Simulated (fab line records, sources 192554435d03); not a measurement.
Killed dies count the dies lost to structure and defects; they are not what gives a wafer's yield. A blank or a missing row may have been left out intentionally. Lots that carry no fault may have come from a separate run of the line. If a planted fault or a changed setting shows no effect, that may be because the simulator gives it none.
Which tool did it?    flow n5-finfet    72 wafers from 24 lots sampled at 2 of the route's 1938 steps

== WHAT THE GAUGES READ, wafer by wafer ==
N5_DUMMY_REMOVAL_INSPECT_06: inspects for defects (brightfield).
lot   measured     on                 raw-defect-count
L074  day 4 00:46  defect-inspect-02  6 6 7
L075  day 4 03:40  defect-inspect-02  6 19 13
L076  day 4 08:55  defect-inspect-02  9 10 12
L077  day 4 16:07  defect-inspect-01  3 9 7
L078  day 5 01:09  defect-inspect-01  9 10 20
L079  day 5 06:59  defect-inspect-01  15 19 13
L080  day 5 14:01  defect-inspect-02  8 7 3
L081  day 5 17:04  defect-inspect-01  7 9 6
L082  day 6 02:26  defect-inspect-01  10 21 15
L083  day 6 07:05  defect-inspect-02  19 9 11
L084  day 6 09:28  defect-inspect-02  8 8 4
L085  day 6 17:14  defect-inspect-01  9 5 20
L086  day 6 21:21  defect-inspect-02  7 7 7
L087  day 7 03:22  defect-inspect-01  17 14 31
L088  day 7 09:28  defect-inspect-01  13 9 23
L089  day 7 15:47  defect-inspect-02  8 5 8
L090  day 7 21:05  defect-inspect-02  9 10 13
L091  day 8 04:45  defect-inspect-02  20 32 13
L092  day 8 10:36  defect-inspect-01  19 16 7
L093  day 8 19:09  defect-inspect-02  10 7 7
L094  day 8 23:16  defect-inspect-02  18 43 15
L095  day 9 02:47  defect-inspect-02  8 13 6
L096  day 9 16:46  defect-inspect-01  14 17 9
L097  day 9 23:04  defect-inspect-02  6 2 10

== EACH LOT AND THE TOOL THAT RAN IT (in order: tool; ch and the chambers of the sampled wafers; start) ==
lot   N5_SDB_ALD_29
L074  ald-sin-01 ch 2,3, day 3 21:29
L075  ald-sin-02 ch 1,2, day 4 00:22
L076  ald-sin-04 ch 1,2,3, day 4 05:38
L077  ald-sin-04 ch 0,1,3, day 4 12:49
L078  ald-sin-04 ch 0,1,2, day 4 21:52
L079  ald-sin-01 ch 0,2,3, day 5 03:42
L080  ald-sin-04 ch 0,3, day 5 10:43
L081  ald-sin-02 ch 0,1,3, day 5 13:47
L082  ald-sin-02 ch 1,2, day 5 21:47
L083  ald-sin-01 ch 0,2,3, day 6 03:48
L084  ald-sin-02 ch 0,1, day 6 06:10
L085  ald-sin-02 ch 0,1,2, day 6 13:54
L086  ald-sin-02 ch 0,2, day 6 17:56
L087  ald-sin-01 ch 0,1,2, day 7 00:02
L088  ald-sin-01 ch 1,2, day 7 06:04
L089  ald-sin-04 ch 0,3, day 7 12:28
L090  ald-sin-01 ch 0,1,2, day 7 17:48
L091  ald-sin-01 ch 1,2,3, day 8 01:28
L092  ald-sin-02 ch 0,1,2, day 8 07:08
L093  ald-sin-01 ch 0,1,2, day 8 15:52
L094  ald-sin-04 ch 1,3, day 8 19:58
L095  ald-sin-02 ch 0,2,3, day 8 23:29
L096  ald-sin-02 ch 0,1,2, day 9 13:27
L097  ald-sin-04 ch 0,3, day 9 19:47
- N5_SDB_ALD_29: deposits SiNx, target thk 30 nm, pulse time 1 s, ald cycles 600.

== AS READ BY THE TOOLS THEMSELVES (means over the sampled wafers that have a number; for cases with no such wafer, the mark the record gives instead) ==
N5_SDB_ALD_29.
lot   tool        heater-power-w (W)  precursor-pulse-height-rel
L074  ald-sin-01  843                 0.986
L075  ald-sin-02  893                 0.990
L076  ald-sin-04  757                 1.003
L077  ald-sin-04  712                 1.008
L078  ald-sin-04  763                 1.016
L079  ald-sin-01  800                 0.993
L080  ald-sin-04  719                 0.996
L081  ald-sin-02  969                 1.013
L082  ald-sin-02  1011                0.972
L083  ald-sin-01  803                 1.008
L084  ald-sin-02  1008                1.000
L085  ald-sin-02  953                 1.005
L086  ald-sin-02  839                 0.994
L087  ald-sin-01  791                 0.989
L088  ald-sin-01  795                 0.986
L089  ald-sin-04  713                 0.977
L090  ald-sin-01  784                 0.992
L091  ald-sin-01  811                 1.007
L092  ald-sin-02  944                 0.986
L093  ald-sin-01  799                 1.007
L094  ald-sin-04  732                 0.989
L095  ald-sin-02  859                 1.012
L096  ald-sin-02  934                 1.012
L097  ald-sin-04  720                 0.965

== THE ANSWER, worked out from the rows above alone ==
Rule: usual is defined by the lots themselves. The widest of any qualifying gaps counts: lots, ordered by their means at a reading, are off when they make up no more than a third of the lots, leave a main group of 4 or more, and stand apart from it by 3 or more times the standard deviation of that group's means. A main group is skipped when, at the precision printed for the reading in the tables above, its means are all equal. Also off: a lot with no number at a reading for which 4 or more lots have one. Where the step has rows for the other lots, those lots are counted as sound. First the gauges in route order, then the tools' own readings, where a lot's mean is used as printed above. At the first step where some lot is off, the reading lying furthest off is the one used; lots without a number count as furthest.
Across all readings shown, no lot is off: no conclusion can be drawn from this.

== WHAT THE SIMULATOR PUT IN ==
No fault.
